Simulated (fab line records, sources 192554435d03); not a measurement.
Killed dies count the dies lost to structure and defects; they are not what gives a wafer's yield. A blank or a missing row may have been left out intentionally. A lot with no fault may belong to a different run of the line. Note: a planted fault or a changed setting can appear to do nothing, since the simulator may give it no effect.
fab line records	flow n5Finfet	part 1 of 2: steps 1 to 4 of 6
[record] lots = 21	wafers = 63	lastDay = 21
route steps=1938 shown GATE_CUT@513 MOL_CONTACT_COAG@545 BEOL_M0_SAQP@653
lots untouched by any fault: they come from a run of this same line in which no faults occurred
startH: the number of hours between the record's first day and the start of the first shown wafer of the lot	waitH: hours elapsed since this lot's preceding step	" unchanged from the row above	L1.1+2: several wafers, shown together as one row	- value missing, or start not given	* or withheld: withheld	< > ~ a bound
route shown NAME@n: a module of which the file shows steps, and the number in the route of the first	usual: average and standard deviation across the fault-free wafers	same: alike in all rows	chamber/n: place in a boat	sites: per-site readings	_std_site: how widely they spread, as a standard deviation	_edge_site: inner sites' mean taken away from outer sites' mean	radiusMm: for every site, how far away it sits from the centre of the wafer	mask NAME#n: copy n	behind: the tool/chamber that last shaped the wafer	hold: reason for holding the lot/hours on hold/outcome of the hold	device: transistor that didn't switch, given as n, p or np	end of line: tests run on the same wafers once the route is complete	a step given without rows: its recipe and nothing more	killed: the dies lost at the first sort to structure and to defects; this is not the yield of the wafer	map: dies across one wafer; x = killed, . = not, _ = none there
set.NAME: the setting that was run; set.NAME@STEP: the one run at that earlier step	model.NAME: the simulator's own value behind a step, which no gauge read
a sample of lots followed through the steps of the route, with each step as a table and each wafer as a row
services: from which hour (startH, from the record's first day; less than 0 if before it) a tool's chamber was out of use, for how many hours, and why
[[steps]]
[step N5_GATE_CUT_CMP_43]
[recipe] material = SiO2	postCmpClean = rinseOnly
[usual] motorCurrentA = 12.0/1.1
lot.wafer	tool	chamber	startH	waitH	motorCurrentA
L074.3	cmp-02	0	87.67	0.1	12.6
L074.4	"	1	"	"	13.0
L074.6	"	0	"	"	12.5
L075.1	cmp-02	0	91.94	0.1	13.1
L075.3	"	2	"	"	12.5
L075.6	"	3	"	"	12.1
L078.2	cmp-01	3	115.23	0.1	14.0
L078.4	"	1	"	"	13.8
L078.6	"	3	"	"	14.5
L079.4	cmp-03	1	122.45	0.1	10.7
L079.3	"	2	"	"	10.6
L079.2	"	3	"	"	12.4
L080.3	cmp-01	1	130.53	0.1	13.3
L080.2	"	2	"	"	10.5
L080.5	"	1	"	"	13.4
L081.2	cmp-01	3	136.87	0.0	14.2
L081.1	"	1	"	"	13.8
L081.5	"	3	"	"	13.6
L082.2	cmp-01	3	139.26	0.2	13.6
L082.5	"	1	"	"	13.3
L082.6	"	2	"	"	10.8
L083.4	cmp-02	0	141.49	0.0	13.0
L083.2	"	1	"	"	13.6
L083.3	"	3	"	"	12.1
L084.4	cmp-02	3	148.44	0.0	12.1
L084.2	"	0	"	"	13.2
L084.5	"	0	"	"	12.5
L085.3	cmp-03	3	151.03	0.1	12.3
L085.2	"	0	"	"	11.2
L085.1	"	2	"	"	10.0
L086.3	cmp-03	1	157.68	0.1	11.4
L086.4	"	2	"	"	9.7
L086.5	"	1	"	"	10.5
L087.3	cmp-03	2	163.33	0.2	10.1
L087.2	"	3	"	"	12.4
L087.5	"	1	"	"	11.4
L089.4	cmp-02	2	173.66	0.0	12.4
L089.2	"	1	"	"	13.2
L089.6	"	3	"	"	12.4
L090.2	cmp-02	3	180.33	0.1	12.4
L090.4	"	1	"	"	13.3
L090.5	"	2	"	"	12.5
L091.4	cmp-03	1	186.91	0.0	11.0
L091.2	"	3	"	"	12.7
L091.1	"	0	"	"	11.4
L092.4	cmp-03	2	197.67	0.0	10.2
L092.1	"	3	"	"	12.0
L092.6	"	2	"	"	9.9
L093.1	cmp-03	3	199.41	0.0	12.1
L093.6	"	3	"	"	11.2
L093.5	"	0	"	"	11.6
L094.2	cmp-03	0	211.27	0.0	11.6
L094.4	"	2	"	"	9.5
L094.3	"	3	"	"	12.1
L095.2	cmp-02	0	213.35	0.2	12.6
L095.3	"	1	"	"	13.7
L095.5	"	3	"	"	12.9
L096.4	cmp-02	1	218.23	0.1	13.1
L096.2	"	2	"	"	13.0
L096.3	"	3	"	"	12.5
L097.2	cmp-03	0	225.68	0.0	12.0
L097.4	"	1	"	"	10.8
L097.1	"	3	"	"	12.2
[step N5_MOL_CONTACT_COAG_SIL_ANNEAL_21]
[recipe] tempC = 550	timeS = 60	ambient = N2
[usual] lampPowerPct = 5.9/0.72	lamp_zone_3_pct = 5.9/0.72	lamp_zone_4_pct = 5.9/0.72	wafer_temp_C_max = 552.2/0.44
lot.wafer	tool	chamber	startH	waitH	lampPowerPct	lamp_zone_3_pct	lamp_zone_4_pct	wafer_temp_C_max
L074.3	rtpAnneal-02	0	92.19	0.3	5.1	5.1	5.1	552.4
L074.4	"	0	"	"	5.1	5.1	5.1	552.3
L074.6	"	0	"	"	5.1	5.1	5.1	551.6
L075.1	rtpAnneal-01	0	94.94	0.2	6.6	6.6	6.6	552.3
L075.3	"	0	"	"	6.6	6.6	6.6	551.8
L075.6	"	0	"	"	6.6	6.6	6.6	552.7
L078.2	rtpAnneal-02	0	118.35	0.2	5.1	5.1	5.1	552.1
L078.4	"	0	"	"	5.1	5.1	5.1	551.9
L078.6	"	0	"	"	5.1	5.1	5.1	551.7
L079.2	rtpAnneal-01	0	126.14	0.2	6.6	6.6	6.5	553.4
L079.3	"	0	"	"	6.6	6.6	6.6	552.8
L079.4	"	0	"	"	6.6	6.6	6.6	552.9
L080.2	rtpAnneal-02	0	132.96	0.2	5.1	5.1	5.1	552.7
L080.3	"	0	"	"	5.1	5.1	5.1	553.2
L080.5	"	0	"	"	5.1	5.1	5.1	551.5
L081.1	rtpAnneal-02	0	139.85	0.2	5.1	5.1	5.1	552.1
L081.2	"	0	"	"	5.1	5.1	5.1	551.3
L081.5	"	0	"	"	5.1	5.1	5.1	552.4
L082.2	rtpAnneal-01	0	143.25	0.2	6.6	6.6	6.6	552.3
L082.5	"	0	"	"	6.6	6.6	6.6	552.0
L082.6	"	0	"	"	6.6	6.6	6.6	552.6
L083.2	rtpAnneal-01	0	144.12	0.2	6.6	6.6	6.6	552.1
L083.3	"	0	"	"	6.6	6.6	6.6	551.9
L083.4	"	0	"	"	6.6	6.6	6.6	552.0
L084.2	rtpAnneal-01	0	151.08	0.2	6.6	6.6	6.6	552.0
L084.4	"	0	"	"	6.6	6.6	6.6	552.6
L084.5	"	0	"	"	6.6	6.6	6.6	551.6
L085.1	rtpAnneal-01	0	153.91	0.2	6.6	6.6	6.6	552.7
L085.2	"	0	"	"	6.6	6.6	6.6	552.4
L085.3	"	0	"	"	6.6	6.6	6.6	551.7
L086.3	rtpAnneal-01	0	162.02	0.3	6.6	6.6	6.6	552.0
L086.4	"	0	"	"	6.6	6.6	6.6	552.2
L086.5	"	0	"	"	6.6	6.6	6.6	551.7
L087.2	rtpAnneal-01	0	166.06	0.2	6.6	6.6	6.6	551.7
L087.3	"	0	"	"	6.6	6.6	6.6	552.1
L087.5	"	0	"	"	6.6	6.6	6.6	552.1
L089.2	rtpAnneal-02	0	176.35	0.2	5.1	5.1	5.1	552.2
L089.4	"	0	"	"	5.1	5.1	5.1	552.6
L089.6	"	0	"	"	5.1	5.1	5.1	552.8
L090.2	rtpAnneal-02	0	182.96	0.2	5.1	5.1	5.1	552.3
L090.4	"	0	"	"	5.1	5.1	5.1	552.3
L090.5	"	0	"	"	5.1	5.1	5.1	552.5
L091.1	rtpAnneal-02	0	189.80	0.2	5.1	5.1	5.1	552.3
L091.2	"	0	"	"	5.1	5.1	5.1	552.3
L091.4	"	0	"	"	5.1	5.1	5.1	552.2
L092.1	rtpAnneal-02	0	201.77	0.2	5.1	5.1	5.1	551.9
L092.4	"	0	"	"	5.1	5.1	5.1	551.9
L092.6	"	0	"	"	5.1	5.1	5.1	552.1
L093.1	rtpAnneal-01	0	202.23	0.2	6.6	6.6	6.6	552.1
L093.5	"	0	"	"	6.6	6.6	6.6	552.2
L093.6	"	0	"	"	6.6	6.6	6.6	552.6
L094.2	rtpAnneal-01	0	213.82	0.2	6.6	6.6	6.6	552.9
L094.3	"	0	"	"	6.6	6.6	6.6	552.0
L094.4	"	0	"	"	6.6	6.6	6.6	552.3
L095.2	rtpAnneal-01	0	216.71	0.2	6.6	6.6	6.6	551.9
L095.3	"	0	"	"	6.6	6.6	6.6	552.4
L095.5	"	0	"	"	6.6	6.6	6.6	552.4
L096.2	rtpAnneal-01	0	220.92	0.3	6.6	6.6	6.6	552.1
L096.3	"	0	"	"	6.6	6.6	6.6	552.4
L096.4	"	0	"	"	6.6	6.6	6.6	552.0
L097.1	rtpAnneal-02	0	230.28	0.4	5.1	5.1	5.1	552.3
L097.2	"	0	"	"	5.1	5.1	5.1	552.4
L097.4	"	0	"	"	5.1	5.1	5.1	552.4
[step N5_MOL_CONTACT_COAG_SPUTTER_130]
[recipe] material = Co	targetThkA = 475	tempC = 25	chamberPressurePa = 0.5	powerW = 3000
[usual] throttleValvePct = 30.4/0.59
lot.wafer	tool	chamber	startH	waitH	throttleValvePct
L074.3	pvdSputter-01	-	94.86	0.0	30.2
L074.4	"	-	"	"	30.6
L074.6	"	-	"	"	30.5
L075.1	pvdSputter-01	-	97.76	0.0	30.7
L075.3	"	-	"	"	29.8
L075.6	"	-	"	"	30.9
L078.2	pvdSputter-01	-	121.62	0.0	30.0
L078.4	"	-	"	"	31.2
L078.6	"	-	"	"	30.6
L079.2	pvdSputter-02	-	129.28	0.0	29.7
L079.3	"	-	"	"	30.4
L079.4	"	-	"	"	30.7
L080.2	pvdSputter-01	-	139.54	0.0	30.2
L080.3	"	-	"	"	30.4
L080.5	"	-	"	"	30.5
L081.1	pvdSputter-01	-	143.18	0.0	31.1
L081.2	"	-	"	"	30.4
L081.5	"	-	"	"	29.9
L082.2	pvdSputter-01	-	146.47	0.0	30.7
L082.5	"	-	"	"	30.7
L082.6	"	-	"	"	29.6
L083.2	pvdSputter-03	-	150.44	0.0	30.6
L083.3	"	-	"	"	29.2
L083.4	"	-	"	"	32.0
L084.2	pvdSputter-01	-	153.82	0.0	30.4
L084.4	"	-	"	"	29.8
L084.5	"	-	"	"	30.2
L085.1	pvdSputter-01	-	158.42	0.0	30.0
L085.2	"	-	"	"	30.0
L085.3	"	-	"	"	30.8
L086.3	pvdSputter-01	-	165.99	0.0	31.0
L086.4	"	-	"	"	30.3
L086.5	"	-	"	"	30.0
L087.2	pvdSputter-02	-	171.66	0.0	30.9
L087.3	"	-	"	"	30.4
L087.5	"	-	"	"	30.3
L089.2	pvdSputter-02	-	182.34	0.0	30.0
L089.4	"	-	"	"	31.0
L089.6	"	-	"	"	29.3
L090.2	pvdSputter-01	-	185.74	0.0	31.3
L090.4	"	-	"	"	30.4
L090.5	"	-	"	"	30.9
L091.1	pvdSputter-03	-	194.49	0.0	30.2
L091.2	"	-	"	"	31.7
L091.4	"	-	"	"	30.7
L092.1	pvdSputter-01	-	204.38	0.0	30.7
L092.4	"	-	"	"	30.5
L092.6	"	-	"	"	30.4
L093.1	pvdSputter-01	-	206.68	0.0	30.1
L093.5	"	-	"	"	30.9
L093.6	"	-	"	"	30.3
L094.2	pvdSputter-03	-	219.88	0.0	32.0
L094.3	"	-	"	"	30.1
L094.4	"	-	"	"	29.3
L095.2	pvdSputter-03	-	220.74	0.0	30.5
L095.3	"	-	"	"	31.8
L095.5	"	-	"	"	30.4
L096.2	pvdSputter-01	-	224.69	0.0	30.5
L096.3	"	-	"	"	31.0
L096.4	"	-	"	"	30.0
L097.1	pvdSputter-02	-	234.84	0.0	29.6
L097.2	"	-	"	"	30.0
L097.4	"	-	"	"	30.4
[step N5_MOL_CONTACT_COAG_ETCHBACK_135]
[recipe] chemistry = CHF3	target = SiO2	targetDepthA = 250	timeS = 16.7	ionEnergyEv = 200	pressureMtorr = 30	sourceW = 610	biasW = 170	Ar_flow_sccm = 200	CHF3_flow_sccm = 50
[usual] chamberPressureMTorr = 29.998/0.026	drypumpMotorCurrentA = 5.6/0.53	oes_f_703_au = 0.77/0.079	oesProductAu = 0.77/0.078	rfVppV = 526/16	showerheadPlenumPTorr = 2.39/0.057	throttleValvePct = 18.57/0.18
lot.wafer	tool	chamber	startH	waitH	chamberPressureMTorr	drypumpMotorCurrentA	oes_f_703_au	oesProductAu	rfHoursCounterH	rfVppV	showerheadPlenumPTorr	throttleValvePct
L074.3	rieDiel-04	1	99.98	0.0	30.045	6.3	0.91	0.96	11	546	2.45	18.76
L074.4	"	3	"	"	29.991	6.6	0.75	0.73	186	497	2.44	18.43
L074.6	"	0	"	"	30.070	5.7	0.70	0.70	-	528	2.38	18.72
L075.1	rieDiel-01	1	102.95	0.0	29.996	5.0	0.77	0.76	141	533	2.49	18.63
L075.3	"	2	"	"	30.022	5.3	0.73	0.71	211	525	2.29	18.66
L075.6	"	0	"	"	30.006	5.5	0.70	0.74	-	538	2.39	18.79
L078.2	rieDiel-01	0	126.19	0.0	29.982	5.5	0.70	0.74	177	538	2.38	18.79
L078.4	"	1	"	"	29.965	5.0	0.76	0.75	145	531	2.49	18.64
L078.6	"	2	"	"	29.991	5.3	0.73	0.71	-	524	2.28	18.66
L079.2	rieDiel-05	3	134.17	0.0	30.032	5.2	0.96	0.98	4	542	2.34	18.40
L079.3	"	2	"	"	29.993	5.4	0.79	0.78	123	534	2.41	18.45
L079.4	"	1	"	"	30.015	6.4	0.88	0.89	20	506	2.35	18.37
L080.2	rieDiel-05	3	144.24	0.0	30.029	5.3	0.95	0.95	7	544	2.34	18.39
L080.3	"	2	"	"	29.988	5.4	0.80	0.78	126	535	2.41	18.47
L080.5	"	1	"	"	30.019	6.4	0.86	0.88	-	507	2.35	18.39
L081.1	rieDiel-04	0	148.58	0.0	30.005	5.7	0.69	0.69	217	527	2.38	18.73
L081.2	"	2	"	"	29.975	4.9	0.72	0.74	132	542	2.39	18.32
L081.5	"	3	"	"	29.978	6.6	0.74	0.72	-	498	2.44	18.45
L082.2	rieDiel-04	0	150.94	0.0	30.030	5.7	0.69	0.69	217	527	2.38	18.72
L082.5	"	2	"	"	30.003	4.9	0.71	0.74	-	542	2.39	18.32
L082.6	"	3	"	"	29.970	6.6	0.74	0.71	-	497	2.44	18.44
L083.2	rieDiel-04	2	154.91	0.0	30.014	4.9	0.72	0.75	134	542	2.39	18.33
L083.3	"	1	"	"	30.039	6.4	0.88	0.92	25	547	2.44	18.80
L083.4	"	0	"	"	29.963	5.8	0.69	0.69	218	529	2.38	18.73
L084.2	rieDiel-01	2	159.01	0.0	30.007	5.2	0.72	0.70	223	525	2.28	18.67
L084.4	"	0	"	"	30.023	5.5	0.70	0.71	183	538	2.38	18.78
L084.5	"	0	"	"	30.002	5.5	0.70	0.72	-	538	2.38	18.79
L085.1	rieDiel-01	0	163.64	0.0	29.955	5.5	0.70	0.71	185	538	2.38	18.81
L085.2	"	3	"	"	29.972	5.6	0.90	0.85	52	506	2.32	18.31
L085.3	"	1	"	"	29.953	5.0	0.75	0.74	153	533	2.48	18.65
L086.3	rieDiel-01	0	171.06	0.0	29.958	5.5	0.70	0.72	186	537	2.38	18.81
L086.4	"	2	"	"	29.983	5.2	0.73	0.70	226	524	2.28	18.67
L086.5	"	3	"	"	30.055	5.7	0.90	0.85	-	505	2.32	18.30
L087.2	rieDiel-01	1	176.86	0.0	29.996	5.1	0.75	0.74	156	532	2.48	18.65
L087.3	"	2	"	"	29.998	5.3	0.73	0.70	227	523	2.28	18.67
L087.5	"	0	"	"	30.004	5.5	0.70	0.71	-	538	2.38	18.81
L089.2	rieDiel-01	3	186.99	0.0	29.990	5.7	0.89	0.83	59	504	2.32	18.31
L089.4	"	1	"	"	29.991	5.1	0.75	0.73	160	530	2.48	18.67
L089.6	"	0	"	"	30.053	5.5	0.70	0.72	-	536	2.38	18.82
L090.2	rieDiel-04	0	190.32	0.0	29.992	5.7	0.68	0.68	229	529	2.37	18.75
L090.4	"	1	"	"	29.955	6.4	0.87	0.89	33	547	2.44	18.80
L090.5	"	3	"	"	30.047	6.5	0.73	0.71	-	497	2.43	18.45
L091.1	rieDiel-04	0	198.97	0.0	30.047	5.7	0.69	0.68	230	529	2.37	18.76
L091.2	"	1	"	"	29.994	6.3	0.87	0.89	34	547	2.44	18.82
L091.4	"	3	"	"	29.970	6.5	0.73	0.70	212	498	2.43	18.47
L092.1	rieDiel-04	0	209.23	0.0	29.979	5.8	0.68	0.68	234	528	2.37	18.75
L092.4	"	1	"	"	29.972	6.3	0.85	0.88	-	547	2.44	18.81
L092.6	"	0	"	"	30.021	5.8	0.68	0.67	-	528	2.37	18.75
L093.1	rieDiel-05	1	211.22	0.0	29.988	6.4	0.84	0.85	42	505	2.34	18.41
L093.5	"	2	"	"	29.983	5.4	0.77	0.77	-	533	2.41	18.48
L093.6	"	1	"	"	29.988	6.4	0.84	0.85	-	506	2.34	18.40
L094.2	rieDiel-01	3	224.34	0.0	30.032	5.7	0.88	0.82	71	505	2.31	18.34
L094.3	"	1	"	"	29.949	5.1	0.74	0.73	172	531	2.48	18.69
L094.4	"	2	"	"	29.969	5.2	0.71	0.69	244	525	2.27	18.71
L095.2	rieDiel-04	0	226.29	0.0	30.032	5.8	0.67	0.67	241	528	2.37	18.78
L095.3	"	2	"	"	29.977	4.9	0.69	0.74	155	544	2.38	18.38
L095.5	"	0	"	"	30.020	5.8	0.68	0.67	-	529	2.37	18.78
L096.2	rieDiel-05	0	229.03	0.0	30.005	5.2	0.75	0.78	113	528	2.40	18.62
L096.3	"	2	"	"	29.982	5.4	0.78	0.75	151	532	2.40	18.51
L096.4	"	1	"	"	30.027	6.4	0.82	0.83	47	505	2.34	18.42
L097.1	rieDiel-01	1	239.87	0.0	30.027	5.0	0.74	0.73	179	532	2.47	18.70
L097.2	"	0	"	"	29.987	5.5	0.68	0.71	209	536	2.37	18.84
L097.4	"	1	"	"	30.003	5.1	0.74	0.73	-	531	2.47	18.72
